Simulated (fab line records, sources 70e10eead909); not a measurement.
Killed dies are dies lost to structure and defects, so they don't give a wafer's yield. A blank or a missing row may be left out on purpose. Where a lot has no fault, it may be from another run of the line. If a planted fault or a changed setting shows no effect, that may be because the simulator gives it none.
Matching of chambers | flow nand harc | NHARC_A_CHANNEL_FILL_D1_STRIP_28 on rie diel-05: 4 sister chambers
The step strips in O2, time 20 s. 16 wafers are shown with their chamber, then 8 later ones without.

== EACH WAFER AND ITS CHAMBER ==
wafer  | chamber | drypump motor current A (A) | rf vpp V (V) | throttle valve pct (%)
L074.2 | 0       | 5.5                         | 58.1         | 17.036
L074.4 | 1       | 6.0                         | 55.9         | 17.055
L074.6 | 2       | 5.3                         | 59.4         | 17.027
L077.2 | 3       | 6.0                         | 57.7         | 17.021
L077.3 | 0       | 5.6                         | 57.2         | 17.044
L077.5 | 0       | 5.6                         | 57.2         | 17.026
L080.2 | 3       | 6.1                         | 57.2         | 17.032
L080.5 | 1       | 6.1                         | 55.9         | 17.045
L080.6 | 0       | 5.5                         | 57.8         | 17.030
L082.2 | 2       | 5.3                         | 58.2         | 17.030
L082.3 | 0       | 5.5                         | 57.7         | 17.024
L082.6 | 0       | 5.6                         | 59.5         | 17.033
L085.2 | 3       | 6.0                         | 56.6         | 17.042
L085.3 | 1       | 6.0                         | 57.3         | 17.049
L085.4 | 2       | 5.3                         | 57.4         | 17.048
L086.1 | 0       | 5.6                         | 57.9         | 17.038

SIGNATURES, as means of the wafers listed above
reading                 | chamber 0 | chamber 1 | chamber 2 | chamber 3 | scatter within a chamber
drypump motor current A | 5.557     | 6.033     | 5.300     | 6.033     | 0.0504
rf vpp V                | 57.914    | 56.367    | 58.333    | 57.167    | 0.794
throttle valve pct      | 17.03300  | 17.04967  | 17.03500  | 17.03167  | 0.00828
Rule: for a wafer and a chamber, the distance is found by dividing, reading by reading, the gap between the wafer's reading and the chamber's mean by the reading's scatter, squaring, summing and taking the root. The wafer belongs to the nearest chamber; if the next one is less than 2 further off, it can't be placed. The scatter is the square root of a quotient: the sum, over the shown wafers, of each reading's squared deviation from its chamber's mean, divided by wafers minus chambers.

== WAFERS WITH NO CHAMBER GIVEN ==
wafer  | drypump motor current A (A) | rf vpp V (V) | throttle valve pct (%)
L086.3 | 6.0                         | 57.4         | 17.032
L086.4 | 6.0                         | 56.4         | 17.045
L090.2 | 6.0                         | 57.9         | 17.038
L090.5 | 5.6                         | 57.4         | 17.035
L090.6 | 6.1                         | 58.0         | 17.033
L093.2 | 5.5                         | 57.4         | 17.041
L093.3 | 5.3                         | 57.5         | 17.023
L093.5 | 5.3                         | 59.0         | 17.019

== CHAMBER TAKEN BY EACH ==
wafer  | from the rows above     | in truth
L086.3 | can't be placed: 3 or 1 | 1
L086.4 | can't be placed: 1 or 3 | 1
L090.2 | can't be placed: 3 or 1 | 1
L090.5 | 0                       | 0
L090.6 | can't be placed: 3 or 1 | 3
L093.2 | 0                       | 0
L093.3 | 2                       | 2
L093.5 | 2                       | 2
4 of 8 placed correctly. These rows do not allow placing 4 (true chamber among the candidates in 4). Number placed wrongly: 0.
